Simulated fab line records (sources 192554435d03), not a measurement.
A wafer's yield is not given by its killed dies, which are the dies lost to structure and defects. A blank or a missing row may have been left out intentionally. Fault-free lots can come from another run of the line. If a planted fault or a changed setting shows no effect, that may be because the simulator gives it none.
Which tool is to blame? / flow n5-finfet / 23 lots with 69 wafers sampled at 3 steps, on a route of 1938 steps

WHAT THE GAUGES SHOWED, per wafer
N5_FIN_CUT_CD_MEAS_08: the cd target is 29.1 nm.
lot=L074; measured=day 2 02:55; on=cd-sem-02; cd-nm (nm)=29.43 29.24 28.89
lot=L075; measured=day 2 10:37; on=cd-sem-01; cd-nm (nm)=28.94 28.82 29.02
lot=L076; measured=day 2 16:14; on=cd-sem-01; cd-nm (nm)=28.94 28.80 29.06
lot=L077; measured=day 2 23:30; on=cd-sem-01; cd-nm (nm)=28.90 29.35 28.80
lot=L078; measured=day 3 04:38; on=cd-sem-01; cd-nm (nm)=29.46 29.14 29.34
lot=L079; measured=day 3 09:33; on=cd-sem-02; cd-nm (nm)=29.15 28.89 28.93
lot=L080; measured=day 3 16:35; on=cd-sem-02; cd-nm (nm)=28.79 29.09 28.99
lot=L081; measured=day 3 22:25; on=cd-sem-01; cd-nm (nm)=29.03 28.93 29.20
lot=L082; measured=day 4 03:31; on=cd-sem-03; cd-nm (nm)=28.87 29.00 29.04
lot=L083; measured=day 4 10:02; on=cd-sem-03; cd-nm (nm)=29.15 29.14 29.15
lot=L084; measured=day 4 15:57; on=cd-sem-01; cd-nm (nm)=29.28 29.25 29.05
lot=L085; measured=day 5 01:54; on=cd-sem-02; cd-nm (nm)=29.04 29.41 29.16
lot=L086; measured=day 5 03:58; on=cd-sem-03; cd-nm (nm)=28.72 28.86 29.35
lot=L088; measured=day 5 17:20; on=cd-sem-01; cd-nm (nm)=29.27 29.11 29.08
lot=L089; measured=day 5 21:34; on=cd-sem-02; cd-nm (nm)=28.97 28.70 29.22
lot=L090; measured=day 6 03:29; on=cd-sem-01; cd-nm (nm)=28.95 29.41 29.36
lot=L091; measured=day 6 10:31; on=cd-sem-02; cd-nm (nm)=28.99 29.33 29.14
lot=L092; measured=day 6 16:28; on=cd-sem-03; cd-nm (nm)=29.15 29.04 28.68
lot=L093; measured=day 6 21:14; on=cd-sem-02; cd-nm (nm)=29.12 29.34 29.19
lot=L094; measured=day 7 03:14; on=cd-sem-02; cd-nm (nm)=29.07 28.98 28.98
lot=L095; measured=day 7 08:30; on=cd-sem-01; cd-nm (nm)=29.10 29.21 29.05
lot=L096; measured=day 7 15:10; on=cd-sem-02; cd-nm (nm)=29.29 29.31 29.22
lot=L097; measured=day 7 20:58; on=cd-sem-02; cd-nm (nm)=29.32 28.79 29.15

TOOL THAT RAN EACH LOT (tool first, then ch and the chambers of the sampled wafers, then the start)
lot=L074; N5_FIN_SAQP_SPACER1_ETCHBACK_25=rie-diel-02 ch 1,2,3, day 2 00:16; N5_FIN_SAQP_HM_CD_35=cd-sem-01, day 2 02:17
lot=L075; N5_FIN_SAQP_SPACER1_ETCHBACK_25=rie-diel-03 ch 0,1,2, day 2 07:52; N5_FIN_SAQP_HM_CD_35=cd-sem-02, day 2 09:53
lot=L076; N5_FIN_SAQP_SPACER1_ETCHBACK_25=rie-diel-06 ch 1,2,3, day 2 12:19; N5_FIN_SAQP_HM_CD_35=cd-sem-03, day 2 15:29
lot=L077; N5_FIN_SAQP_SPACER1_ETCHBACK_25=rie-diel-03 ch 0,1,3, day 2 20:25; N5_FIN_SAQP_HM_CD_35=cd-sem-01, day 2 22:53
lot=L078; N5_FIN_SAQP_SPACER1_ETCHBACK_25=rie-diel-02 ch 0,1,2, day 3 01:02; N5_FIN_SAQP_HM_CD_35=cd-sem-02, day 3 03:53
lot=L079; N5_FIN_SAQP_SPACER1_ETCHBACK_25=rie-diel-06 ch 0,3, day 3 06:50; N5_FIN_SAQP_HM_CD_35=cd-sem-01, day 3 08:56
lot=L080; N5_FIN_SAQP_SPACER1_ETCHBACK_25=rie-diel-02 ch 1,3, day 3 12:49; N5_FIN_SAQP_HM_CD_35=cd-sem-03, day 3 15:55
lot=L081; N5_FIN_SAQP_SPACER1_ETCHBACK_25=rie-diel-02 ch 2,3, day 3 19:16; N5_FIN_SAQP_HM_CD_35=cd-sem-01, day 3 21:31
lot=L082; N5_FIN_SAQP_SPACER1_ETCHBACK_25=rie-diel-03 ch 0,1,3, day 4 00:31; N5_FIN_SAQP_HM_CD_35=cd-sem-02, day 4 02:53
lot=L083; N5_FIN_SAQP_SPACER1_ETCHBACK_25=rie-diel-03 ch 1,3, day 4 07:01; N5_FIN_SAQP_HM_CD_35=cd-sem-01, day 4 09:24
lot=L084; N5_FIN_SAQP_SPACER1_ETCHBACK_25=rie-diel-03 ch 0,1,3, day 4 13:03; N5_FIN_SAQP_HM_CD_35=cd-sem-02, day 4 15:20
lot=L085; N5_FIN_SAQP_SPACER1_ETCHBACK_25=rie-diel-02 ch 0,1,2, day 4 21:17; N5_FIN_SAQP_HM_CD_35=cd-sem-01, day 5 01:17
lot=L086; N5_FIN_SAQP_SPACER1_ETCHBACK_25=rie-diel-02 ch 0,1,2, day 5 01:11; N5_FIN_SAQP_HM_CD_35=cd-sem-01, day 5 03:20
lot=L088; N5_FIN_SAQP_SPACER1_ETCHBACK_25=rie-diel-02 ch 0,1,2, day 5 14:21; N5_FIN_SAQP_HM_CD_35=cd-sem-02, day 5 16:42
lot=L089; N5_FIN_SAQP_SPACER1_ETCHBACK_25=rie-diel-06 ch 0,2,3, day 5 18:10; N5_FIN_SAQP_HM_CD_35=cd-sem-01, day 5 20:49
lot=L090; N5_FIN_SAQP_SPACER1_ETCHBACK_25=rie-diel-03 ch 0,2,3, day 5 23:47; N5_FIN_SAQP_HM_CD_35=cd-sem-01, day 6 02:44
lot=L091; N5_FIN_SAQP_SPACER1_ETCHBACK_25=rie-diel-02 ch 1,3, day 6 07:15; N5_FIN_SAQP_HM_CD_35=cd-sem-02, day 6 09:46
lot=L092; N5_FIN_SAQP_SPACER1_ETCHBACK_25=rie-diel-06 ch 1,2, day 6 13:04; N5_FIN_SAQP_HM_CD_35=cd-sem-01, day 6 15:50
lot=L093; N5_FIN_SAQP_SPACER1_ETCHBACK_25=rie-diel-03 ch 0,1,3, day 6 18:13; N5_FIN_SAQP_HM_CD_35=cd-sem-01, day 6 20:37
lot=L094; N5_FIN_SAQP_SPACER1_ETCHBACK_25=rie-diel-06 ch 2,3, day 6 23:58; N5_FIN_SAQP_HM_CD_35=cd-sem-02, day 7 02:36
lot=L095; N5_FIN_SAQP_SPACER1_ETCHBACK_25=rie-diel-03 ch 0,1,3, day 7 05:44; N5_FIN_SAQP_HM_CD_35=cd-sem-02, day 7 07:45
lot=L096; N5_FIN_SAQP_SPACER1_ETCHBACK_25=rie-diel-02 ch 0,1,2, day 7 12:22; N5_FIN_SAQP_HM_CD_35=cd-sem-02, day 7 14:33
lot=L097; N5_FIN_SAQP_SPACER1_ETCHBACK_25=rie-diel-06 ch 0,1,2, day 7 17:56; N5_FIN_SAQP_HM_CD_35=cd-sem-03, day 7 20:13
- N5_FIN_SAQP_SPACER1_ETCHBACK_25: etches SiO2 in CHF3/O2, target depth 24.4 nm, time 12.2 s.
- N5_FIN_SAQP_HM_CD_35: target cd 8 nm.

AS READ BY THE TOOLS THEMSELVES (means over the sampled wafers that have a number; for cases with no such wafer, the mark the record gives instead)
N5_FIN_SAQP_SPACER1_ETCHBACK_25.
lot=L074; tool=rie-diel-02; drypump-motor-current-A (A)=5.7; oes_o_777_au (a.u.)=0.75; oes-product-au (a.u.)=0.75; rf-vpp-V (V)=519; showerhead-plenum-p-Torr (Torr)=2.38; throttle-valve-pct (%)=18.85
lot=L075; tool=rie-diel-03; drypump-motor-current-A (A)=5.5; oes_o_777_au (a.u.)=0.78; oes-product-au (a.u.)=0.77; rf-vpp-V (V)=516; showerhead-plenum-p-Torr (Torr)=2.41; throttle-valve-pct (%)=18.94
lot=L076; tool=rie-diel-06; drypump-motor-current-A (A)=6.0; oes_o_777_au (a.u.)=0.74; oes-product-au (a.u.)=0.72; rf-vpp-V (V)=526; showerhead-plenum-p-Torr (Torr)=2.50; throttle-valve-pct (%)=18.84
lot=L077; tool=rie-diel-03; drypump-motor-current-A (A)=5.7; oes_o_777_au (a.u.)=0.77; oes-product-au (a.u.)=0.76; rf-vpp-V (V)=523; showerhead-plenum-p-Torr (Torr)=2.41; throttle-valve-pct (%)=18.96
lot=L078; tool=rie-diel-02; drypump-motor-current-A (A)=5.6; oes_o_777_au (a.u.)=0.73; oes-product-au (a.u.)=0.72; rf-vpp-V (V)=522; showerhead-plenum-p-Torr (Torr)=2.37; throttle-valve-pct (%)=18.90
lot=L079; tool=rie-diel-06; drypump-motor-current-A (A)=6.5; oes_o_777_au (a.u.)=0.73; oes-product-au (a.u.)=0.74; rf-vpp-V (V)=534; showerhead-plenum-p-Torr (Torr)=2.50; throttle-valve-pct (%)=18.85
lot=L080; tool=rie-diel-02; drypump-motor-current-A (A)=6.0; oes_o_777_au (a.u.)=0.77; oes-product-au (a.u.)=0.76; rf-vpp-V (V)=517; showerhead-plenum-p-Torr (Torr)=2.34; throttle-valve-pct (%)=18.73
lot=L081; tool=rie-diel-02; drypump-motor-current-A (A)=5.6; oes_o_777_au (a.u.)=0.73; oes-product-au (a.u.)=0.73; rf-vpp-V (V)=521; showerhead-plenum-p-Torr (Torr)=2.37; throttle-valve-pct (%)=18.80
lot=L082; tool=rie-diel-03; drypump-motor-current-A (A)=5.6; oes_o_777_au (a.u.)=0.76; oes-product-au (a.u.)=0.74; rf-vpp-V (V)=523; showerhead-plenum-p-Torr (Torr)=2.40; throttle-valve-pct (%)=18.96
lot=L083; tool=rie-diel-03; drypump-motor-current-A (A)=6.0; oes_o_777_au (a.u.)=0.75; oes-product-au (a.u.)=0.74; rf-vpp-V (V)=525; showerhead-plenum-p-Torr (Torr)=2.37; throttle-valve-pct (%)=18.94
lot=L084; tool=rie-diel-03; drypump-motor-current-A (A)=5.6; oes_o_777_au (a.u.)=0.76; oes-product-au (a.u.)=0.74; rf-vpp-V (V)=523; showerhead-plenum-p-Torr (Torr)=2.40; throttle-valve-pct (%)=18.97
lot=L085; tool=rie-diel-02; drypump-motor-current-A (A)=5.6; oes_o_777_au (a.u.)=0.72; oes-product-au (a.u.)=0.72; rf-vpp-V (V)=521; showerhead-plenum-p-Torr (Torr)=2.36; throttle-valve-pct (%)=18.92
lot=L086; tool=rie-diel-02; drypump-motor-current-A (A)=5.6; oes_o_777_au (a.u.)=0.72; oes-product-au (a.u.)=0.71; rf-vpp-V (V)=521; showerhead-plenum-p-Torr (Torr)=2.36; throttle-valve-pct (%)=18.92
lot=L088; tool=rie-diel-02; drypump-motor-current-A (A)=5.6; oes_o_777_au (a.u.)=0.71; oes-product-au (a.u.)=0.71; rf-vpp-V (V)=522; showerhead-plenum-p-Torr (Torr)=2.36; throttle-valve-pct (%)=18.93
lot=L089; tool=rie-diel-06; drypump-motor-current-A (A)=6.3; oes_o_777_au (a.u.)=0.72; oes-product-au (a.u.)=0.72; rf-vpp-V (V)=537; showerhead-plenum-p-Torr (Torr)=2.49; throttle-valve-pct (%)=18.89
lot=L090; tool=rie-diel-03; drypump-motor-current-A (A)=5.5; oes_o_777_au (a.u.)=0.71; oes-product-au (a.u.)=0.70; rf-vpp-V (V)=518; showerhead-plenum-p-Torr (Torr)=2.32; throttle-valve-pct (%)=18.81
lot=L091; tool=rie-diel-02; drypump-motor-current-A (A)=5.8; oes_o_777_au (a.u.)=0.74; oes-product-au (a.u.)=0.73; rf-vpp-V (V)=518; showerhead-plenum-p-Torr (Torr)=2.35; throttle-valve-pct (%)=18.96
lot=L092; tool=rie-diel-06; drypump-motor-current-A (A)=5.5; oes_o_777_au (a.u.)=0.73; oes-product-au (a.u.)=0.70; rf-vpp-V (V)=521; showerhead-plenum-p-Torr (Torr)=2.49; throttle-valve-pct (%)=18.89
lot=L093; tool=rie-diel-03; drypump-motor-current-A (A)=5.6; oes_o_777_au (a.u.)=0.74; oes-product-au (a.u.)=0.72; rf-vpp-V (V)=523; showerhead-plenum-p-Torr (Torr)=2.39; throttle-valve-pct (%)=19.02
lot=L094; tool=rie-diel-06; drypump-motor-current-A (A)=6.4; oes_o_777_au (a.u.)=0.70; oes-product-au (a.u.)=0.70; rf-vpp-V (V)=534; showerhead-plenum-p-Torr (Torr)=2.48; throttle-valve-pct (%)=18.89
lot=L095; tool=rie-diel-03; drypump-motor-current-A (A)=5.6; oes_o_777_au (a.u.)=0.73; oes-product-au (a.u.)=0.72; rf-vpp-V (V)=523; showerhead-plenum-p-Torr (Torr)=2.39; throttle-valve-pct (%)=19.02
lot=L096; tool=rie-diel-02; drypump-motor-current-A (A)=5.6; oes_o_777_au (a.u.)=0.79; oes-product-au (a.u.)=0.80; rf-vpp-V (V)=525; showerhead-plenum-p-Torr (Torr)=2.45; throttle-valve-pct (%)=18.85
lot=L097; tool=rie-diel-06; drypump-motor-current-A (A)=5.7; oes_o_777_au (a.u.)=0.72; oes-product-au (a.u.)=0.71; rf-vpp-V (V)=531; showerhead-plenum-p-Torr (Torr)=2.48; throttle-valve-pct (%)=18.92

N5_FIN_SAQP_HM_CD_35.
lot=L074; tool=cd-sem-01; cd-nm (nm)=7.98
lot=L075; tool=cd-sem-02; cd-nm (nm)=7.92
lot=L076; tool=cd-sem-03; cd-nm (nm)=8.07
lot=L077; tool=cd-sem-01; cd-nm (nm)=8.13
lot=L078; tool=cd-sem-02; cd-nm (nm)=8.01
lot=L079; tool=cd-sem-01; cd-nm (nm)=7.89
lot=L080; tool=cd-sem-03; cd-nm (nm)=8.11
lot=L081; tool=cd-sem-01; cd-nm (nm)=8.28
lot=L082; tool=cd-sem-02; cd-nm (nm)=7.83
lot=L083; tool=cd-sem-01; cd-nm (nm)=8.17
lot=L084; tool=cd-sem-02; cd-nm (nm)=8.21
lot=L085; tool=cd-sem-01; cd-nm (nm)=8.02
lot=L086; tool=cd-sem-01; cd-nm (nm)=8.24
lot=L088; tool=cd-sem-02; cd-nm (nm)=8.26
lot=L089; tool=cd-sem-01; cd-nm (nm)=8.29
lot=L090; tool=cd-sem-01; cd-nm (nm)=8.04
lot=L091; tool=cd-sem-02; cd-nm (nm)=8.03
lot=L092; tool=cd-sem-01; cd-nm (nm)=8.23
lot=L093; tool=cd-sem-01; cd-nm (nm)=7.92
lot=L094; tool=cd-sem-02; cd-nm (nm)=8.14
lot=L095; tool=cd-sem-02; cd-nm (nm)=8.03
lot=L096; tool=cd-sem-02; cd-nm (nm)=8.03
lot=L097; tool=cd-sem-03; cd-nm (nm)=8.01

THE ANSWER, worked out from the rows above alone
Rule: usual is defined by the lots themselves. Put in order of their means at a reading, lots are off if they are a third of the lots or fewer, leave a main group of 4 or more, and stand apart from it by a gap of 3 or more times the standard deviation of the main group's means; of several such gaps the widest counts. Not used: any main group whose means are identical at the precision the tables above print for the reading. A lot without any number at a reading at which 4 lots or more have one is off too. The other lots that the step has rows for count as sound. The gauges are gone through in route order, then the tools' own readings, and for those a lot's mean is taken as printed above. At the first step where some lot is off, the reading lying furthest off is the one used; lots without a number count as furthest.
None of the lots is off at any reading shown; this tells nothing.

WHAT THE SIMULATOR HAD INSERTED
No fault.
